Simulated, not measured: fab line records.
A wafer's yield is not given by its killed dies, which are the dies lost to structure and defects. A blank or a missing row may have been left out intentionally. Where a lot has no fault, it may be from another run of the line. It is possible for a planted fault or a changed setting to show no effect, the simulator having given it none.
Which tool is to blame? || flow nand harc || Sampling: 24 lots, 72 wafers, 3 of 1302 route steps

WHAT EACH GAUGE READ, for each wafer
NHARC_A_CHANNEL_HOLE_D1_CD_MEAS_30.
{"lot": "L074", "measured": "day 8 16:17", "on": "cd sem-01", "cd nm (nm)": "89.3 89.9 90.1"}
{"lot": "L075", "measured": "day 9 05:28", "on": "cd sem-01", "cd nm (nm)": "91.7 91.3 92.1"}
{"lot": "L076", "measured": "day 9 16:20", "on": "cd sem-01", "cd nm (nm)": "93.1 88.6 89.6"}
{"lot": "L077", "measured": "day 9 23:44", "on": "cd sem-01", "cd nm (nm)": "91.1 91.8 91.3"}
{"lot": "L078", "measured": "day 10 00:01", "on": "cd sem-03", "cd nm (nm)": "89.4 88.7 88.2"}
{"lot": "L079", "measured": "day 10 16:05", "on": "cd sem-03", "cd nm (nm)": "90.2 91.1 90.6"}
{"lot": "L080", "measured": "day 11 11:01", "on": "cd sem-01", "cd nm (nm)": "92.6 93.4 91.4"}
{"lot": "L081", "measured": "day 11 23:33", "on": "cd sem-03", "cd nm (nm)": "91.1 90.8 91.8"}
{"lot": "L082", "measured": "day 12 03:40", "on": "cd sem-03", "cd nm (nm)": "90.5 92.2 90.2"}
{"lot": "L083", "measured": "day 12 15:50", "on": "cd sem-01", "cd nm (nm)": "90.2 92.1 89.0"}
{"lot": "L084", "measured": "day 12 22:02", "on": "cd sem-01", "cd nm (nm)": "91.9 91.2 91.4"}
{"lot": "L085", "measured": "day 13 02:20", "on": "cd sem-01", "cd nm (nm)": "91.6 92.3 91.8"}
{"lot": "L086", "measured": "day 13 17:03", "on": "cd sem-02", "cd nm (nm)": "90.1 88.8 91.2"}
{"lot": "L087", "measured": "day 14 04:28", "on": "cd sem-02", "cd nm (nm)": "89.0 89.6 91.3"}
{"lot": "L088", "measured": "day 14 15:35", "on": "cd sem-03", "cd nm (nm)": "91.8 90.6 91.5"}
{"lot": "L089", "measured": "day 15 00:06", "on": "cd sem-02", "cd nm (nm)": "91.4 91.5 92.5"}
{"lot": "L090", "measured": "day 15 16:26", "on": "cd sem-01", "cd nm (nm)": "89.8 90.0 89.2"}
{"lot": "L091", "measured": "day 16 01:00", "on": "cd sem-02", "cd nm (nm)": "89.7 90.3 88.7"}
{"lot": "L092", "measured": "day 16 03:53", "on": "cd sem-03", "cd nm (nm)": "89.8 90.5 89.3"}
{"lot": "L093", "measured": "day 16 20:10", "on": "cd sem-01", "cd nm (nm)": "89.3 89.0 89.8"}
{"lot": "L094", "measured": "day 17 09:04", "on": "cd sem-02", "cd nm (nm)": "91.3 92.1 90.7"}
{"lot": "L095", "measured": "day 17 13:14", "on": "cd sem-01", "cd nm (nm)": "90.1 90.7 90.6"}
{"lot": "L096", "measured": "day 17 21:30", "on": "cd sem-02", "cd nm (nm)": "91.1 90.1 88.2"}
{"lot": "L097", "measured": "day 18 13:22", "on": "cd sem-03", "cd nm (nm)": "87.9 90.0 89.1"}

NHARC_A_CHANNEL_HOLE_D2_CD_MEAS_18.
{"lot": "L074", "measured": "day 13 01:19", "on": "cd sem-01", "cd nm (nm)": "103.0 101.6 101.9"}
{"lot": "L075", "measured": "day 13 11:43", "on": "cd sem-03", "cd nm (nm)": "98.7 100.2 100.3"}
{"lot": "L076", "measured": "day 14 11:53", "on": "cd sem-02", "cd nm (nm)": "97.3 98.8 99.7"}
{"lot": "L077", "measured": "day 14 11:10", "on": "cd sem-01", "cd nm (nm)": "101.1 101.9 101.2"}
{"lot": "L078", "measured": "day 14 09:59", "on": "cd sem-02", "cd nm (nm)": "99.2 100.4 101.7"}
{"lot": "L079", "measured": "day 14 21:37", "on": "cd sem-03", "cd nm (nm)": "104.1 105.1 99.4"}
{"lot": "L080", "measured": "day 15 15:14", "on": "cd sem-01", "cd nm (nm)": "99.0 99.5 98.7"}
{"lot": "L081", "measured": "day 16 06:56", "on": "cd sem-01", "cd nm (nm)": "100.6 100.5 98.8"}
{"lot": "L082", "measured": "day 16 05:07", "on": "cd sem-02", "cd nm (nm)": "103.3 101.7 98.4"}
{"lot": "L083", "measured": "day 17 07:45", "on": "cd sem-01", "cd nm (nm)": "101.4 100.5 102.1"}
{"lot": "L084", "measured": "day 17 07:35", "on": "cd sem-02", "cd nm (nm)": "100.6 100.2 100.1"}
{"lot": "L085", "measured": "day 17 09:34", "on": "cd sem-03", "cd nm (nm)": "97.5 99.0 99.9"}
{"lot": "L086", "measured": "day 18 00:34", "on": "cd sem-01", "cd nm (nm)": "96.9 100.2 98.3"}
{"lot": "L087", "measured": "day 18 15:44", "on": "cd sem-02", "cd nm (nm)": "98.0 101.2 102.5"}
{"lot": "L088", "measured": "day 19 01:32", "on": "cd sem-02", "cd nm (nm)": "101.7 98.3 100.7"}
{"lot": "L089", "measured": "day 19 02:40", "on": "cd sem-03", "cd nm (nm)": "99.1 101.3 102.7"}
{"lot": "L090", "measured": "day 20 00:35", "on": "cd sem-03", "cd nm (nm)": "103.0 102.8 102.5"}
{"lot": "L091", "measured": "day 20 09:39", "on": "cd sem-02", "cd nm (nm)": "98.7 100.8 97.9"}
{"lot": "L092", "measured": "day 20 09:48", "on": "cd sem-03", "cd nm (nm)": "97.4 104.6 100.9"}
{"lot": "L093", "measured": "day 21 06:03", "on": "cd sem-01", "cd nm (nm)": "103.2 99.5 97.8"}
{"lot": "L094", "measured": "day 21 21:10", "on": "cd sem-03", "cd nm (nm)": "103.4 102.2 101.1"}
{"lot": "L095", "measured": "day 21 21:07", "on": "cd sem-01", "cd nm (nm)": "100.8 100.3 99.6"}
{"lot": "L096", "measured": "day 22 11:22", "on": "cd sem-02", "cd nm (nm)": "98.6 98.9 103.2"}
{"lot": "L097", "measured": "day 22 23:20", "on": "cd sem-01", "cd nm (nm)": "103.3 101.7 100.2"}

EACH LOT AND THE TOOL THAT RAN IT (in order: tool; ch and the chambers of the sampled wafers; start)
{"lot": "L074", "NHARC_A_CHANNEL_HOLE_D2_ETCH_34": "rie diel-01 ch 0,1, day 13 01:19 or earlier"}
{"lot": "L075", "NHARC_A_CHANNEL_HOLE_D2_ETCH_34": "rie diel-01 ch 2,3, day 13 11:43 or earlier"}
{"lot": "L076", "NHARC_A_CHANNEL_HOLE_D2_ETCH_34": "rie diel-10 ch 2,3, day 14 11:53 or earlier"}
{"lot": "L077", "NHARC_A_CHANNEL_HOLE_D2_ETCH_34": "rie diel-06 ch 0,2, day 14 11:10 or earlier"}
{"lot": "L078", "NHARC_A_CHANNEL_HOLE_D2_ETCH_34": "rie diel-01 ch 0,1,2, day 14 09:59 or earlier"}
{"lot": "L079", "NHARC_A_CHANNEL_HOLE_D2_ETCH_34": "rie diel-06 ch 1,2, day 14 21:37 or earlier"}
{"lot": "L080", "NHARC_A_CHANNEL_HOLE_D2_ETCH_34": "rie diel-10 ch 0,1,2, day 15 15:14 or earlier"}
{"lot": "L081", "NHARC_A_CHANNEL_HOLE_D2_ETCH_34": "rie diel-06 ch 0,1,3, day 16 06:56 or earlier"}
{"lot": "L082", "NHARC_A_CHANNEL_HOLE_D2_ETCH_34": "rie diel-01 ch 0,1,2, day 16 05:07 or earlier"}
{"lot": "L083", "NHARC_A_CHANNEL_HOLE_D2_ETCH_34": "rie diel-01 ch 0,1,3, day 17 07:45 or earlier"}
{"lot": "L084", "NHARC_A_CHANNEL_HOLE_D2_ETCH_34": "rie diel-10 ch 1,2,3, day 17 07:35 or earlier"}
{"lot": "L085", "NHARC_A_CHANNEL_HOLE_D2_ETCH_34": "rie diel-06 ch 1,3, day 17 09:34 or earlier"}
{"lot": "L086", "NHARC_A_CHANNEL_HOLE_D2_ETCH_34": "rie diel-06 ch 1,2,3, day 18 00:34 or earlier"}
{"lot": "L087", "NHARC_A_CHANNEL_HOLE_D2_ETCH_34": "rie diel-06 ch 0,1, day 18 15:44 or earlier"}
{"lot": "L088", "NHARC_A_CHANNEL_HOLE_D2_ETCH_34": "rie diel-06 ch 1,2,3, day 19 01:32 or earlier"}
{"lot": "L089", "NHARC_A_CHANNEL_HOLE_D2_ETCH_34": "rie diel-01 ch 1,2,3, day 19 02:40 or earlier"}
{"lot": "L090", "NHARC_A_CHANNEL_HOLE_D2_ETCH_34": "rie diel-06 ch 1,2,3, day 20 00:35 or earlier"}
{"lot": "L091", "NHARC_A_CHANNEL_HOLE_D2_ETCH_34": "rie diel-01 ch 1,2,3, day 20 09:39 or earlier"}
{"lot": "L092", "NHARC_A_CHANNEL_HOLE_D2_ETCH_34": "rie diel-10 ch 0,1, day 20 09:48 or earlier"}
{"lot": "L093", "NHARC_A_CHANNEL_HOLE_D2_ETCH_34": "rie diel-10 ch 0,1,3, day 21 06:03 or earlier"}
{"lot": "L094", "NHARC_A_CHANNEL_HOLE_D2_ETCH_34": "rie diel-06 ch 0,2, day 21 21:10 or earlier"}
{"lot": "L095", "NHARC_A_CHANNEL_HOLE_D2_ETCH_34": "rie diel-01 ch 0,1, day 21 21:07 or earlier"}
{"lot": "L096", "NHARC_A_CHANNEL_HOLE_D2_ETCH_34": "rie diel-10 ch 1,2, day 22 11:22 or earlier"}
{"lot": "L097", "NHARC_A_CHANNEL_HOLE_D2_ETCH_34": "rie diel-01 ch 0,3, day 22 23:20 or earlier"}
- NHARC_A_CHANNEL_HOLE_D2_ETCH_34: etches the open film in CF4/CHF3, target depth 154 nm, time 77 s.

WHAT THE TOOLS THEMSELVES READ (means of the sampled wafers that have a number; where no wafer has one, the mark that the record gives instead)
NHARC_A_CHANNEL_HOLE_D2_ETCH_34.
{"lot": "L074", "tool": "rie diel-01", "drypump motor current A (A)": 5.2, "oes product au (a.u.)": 0.950, "rf vpp V (V)": 368.6, "showerhead plenum p Torr (Torr)": 1.52, "throttle valve pct (%)": 16.801}
{"lot": "L075", "tool": "rie diel-01", "drypump motor current A (A)": 6.1, "oes product au (a.u.)": 0.970, "rf vpp V (V)": 372.4, "showerhead plenum p Torr (Torr)": 1.63, "throttle valve pct (%)": 16.802}
{"lot": "L076", "tool": "rie diel-10", "drypump motor current A (A)": 5.5, "oes product au (a.u.)": 0.977, "rf vpp V (V)": 369.7, "showerhead plenum p Torr (Torr)": 1.51, "throttle valve pct (%)": 16.801}
{"lot": "L077", "tool": "rie diel-06", "drypump motor current A (A)": 5.2, "oes product au (a.u.)": 0.970, "rf vpp V (V)": 367.9, "showerhead plenum p Torr (Torr)": 1.52, "throttle valve pct (%)": 16.807}
{"lot": "L078", "tool": "rie diel-01", "drypump motor current A (A)": 5.5, "oes product au (a.u.)": 0.977, "rf vpp V (V)": 370.5, "showerhead plenum p Torr (Torr)": 1.57, "throttle valve pct (%)": 16.814}
{"lot": "L079", "tool": "rie diel-06", "drypump motor current A (A)": 5.6, "oes product au (a.u.)": 0.967, "rf vpp V (V)": 367.9, "showerhead plenum p Torr (Torr)": 1.51, "throttle valve pct (%)": 16.797}
{"lot": "L080", "tool": "rie diel-10", "drypump motor current A (A)": 5.6, "oes product au (a.u.)": 0.930, "rf vpp V (V)": 372.3, "showerhead plenum p Torr (Torr)": 1.62, "throttle valve pct (%)": 16.804}
{"lot": "L081", "tool": "rie diel-06", "drypump motor current A (A)": 5.5, "oes product au (a.u.)": 0.925, "rf vpp V (V)": 368.4, "showerhead plenum p Torr (Torr)": 1.53, "throttle valve pct (%)": 16.810}
{"lot": "L082", "tool": "rie diel-01", "drypump motor current A (A)": 5.5, "oes product au (a.u.)": 0.943, "rf vpp V (V)": 369.6, "showerhead plenum p Torr (Torr)": 1.57, "throttle valve pct (%)": 16.809}
{"lot": "L083", "tool": "rie diel-01", "drypump motor current A (A)": 5.6, "oes product au (a.u.)": 0.971, "rf vpp V (V)": 369.7, "showerhead plenum p Torr (Torr)": 1.56, "throttle valve pct (%)": 16.800}
{"lot": "L084", "tool": "rie diel-10", "drypump motor current A (A)": 5.5, "oes product au (a.u.)": 0.972, "rf vpp V (V)": 370.1, "showerhead plenum p Torr (Torr)": 1.57, "throttle valve pct (%)": 16.803}
{"lot": "L085", "tool": "rie diel-06", "drypump motor current A (A)": 5.8, "oes product au (a.u.)": 0.951, "rf vpp V (V)": 367.9, "showerhead plenum p Torr (Torr)": 1.52, "throttle valve pct (%)": 16.805}
{"lot": "L086", "tool": "rie diel-06", "drypump motor current A (A)": 5.8, "oes product au (a.u.)": 0.960, "rf vpp V (V)": 369.6, "showerhead plenum p Torr (Torr)": 1.52, "throttle valve pct (%)": 16.796}
{"lot": "L087", "tool": "rie diel-06", "drypump motor current A (A)": 5.4, "oes product au (a.u.)": 0.956, "rf vpp V (V)": 369.2, "showerhead plenum p Torr (Torr)": 1.51, "throttle valve pct (%)": 16.807}
{"lot": "L088", "tool": "rie diel-06", "drypump motor current A (A)": 5.8, "oes product au (a.u.)": 0.960, "rf vpp V (V)": 368.8, "showerhead plenum p Torr (Torr)": 1.52, "throttle valve pct (%)": 16.799}
{"lot": "L089", "tool": "rie diel-01", "drypump motor current A (A)": 5.9, "oes product au (a.u.)": 0.966, "rf vpp V (V)": 370.5, "showerhead plenum p Torr (Torr)": 1.59, "throttle valve pct (%)": 16.820}
{"lot": "L090", "tool": "rie diel-06", "drypump motor current A (A)": 5.8, "oes product au (a.u.)": 0.976, "rf vpp V (V)": 368.6, "showerhead plenum p Torr (Torr)": 1.52, "throttle valve pct (%)": 16.809}
{"lot": "L091", "tool": "rie diel-01", "drypump motor current A (A)": 5.8, "oes product au (a.u.)": 0.921, "rf vpp V (V)": 371.4, "showerhead plenum p Torr (Torr)": 1.59, "throttle valve pct (%)": 16.805}
{"lot": "L092", "tool": "rie diel-10", "drypump motor current A (A)": 5.8, "oes product au (a.u.)": 0.966, "rf vpp V (V)": 373.8, "showerhead plenum p Torr (Torr)": 1.66, "throttle valve pct (%)": 16.801}
{"lot": "L093", "tool": "rie diel-10", "drypump motor current A (A)": 5.7, "oes product au (a.u.)": 0.973, "rf vpp V (V)": 371.5, "showerhead plenum p Torr (Torr)": 1.60, "throttle valve pct (%)": 16.804}
{"lot": "L094", "tool": "rie diel-06", "drypump motor current A (A)": 4.9, "oes product au (a.u.)": 0.955, "rf vpp V (V)": 368.1, "showerhead plenum p Torr (Torr)": 1.52, "throttle valve pct (%)": 16.802}
{"lot": "L095", "tool": "rie diel-01", "drypump motor current A (A)": 5.3, "oes product au (a.u.)": 0.967, "rf vpp V (V)": 368.7, "showerhead plenum p Torr (Torr)": 1.52, "throttle valve pct (%)": 16.798}
{"lot": "L096", "tool": "rie diel-10", "drypump motor current A (A)": 5.4, "oes product au (a.u.)": 0.972, "rf vpp V (V)": 371.2, "showerhead plenum p Torr (Torr)": 1.59, "throttle valve pct (%)": 16.805}
{"lot": "L097", "tool": "rie diel-01", "drypump motor current A (A)": 5.5, "oes product au (a.u.)": 0.956, "rf vpp V (V)": 370.8, "showerhead plenum p Torr (Torr)": 1.56, "throttle valve pct (%)": 16.801}

THE ANSWER, worked out from the rows above alone
Rule: the usual values come from the lots themselves. The widest of any qualifying gaps counts: lots, ordered by their means at a reading, are off when they make up no more than a third of the lots, leave a main group of 4 or more, and stand apart from it by 3 or more times the standard deviation of that group's means. If all means in a main group match to the digits the tables above print for the reading, that group is not used. Also off: a lot with no number at a reading for which 4 or more lots have one. Any other lot the step has rows for is counted as sound. First the gauges in route order, then the tools' own readings, where a lot's mean is used as printed above. At the first step where some lot is off, the reading lying furthest off is the one used; lots without a number count as furthest.
None of the lots is off at any reading shown; this tells nothing.

WHAT WAS PUT IN BY THE SIMULATOR
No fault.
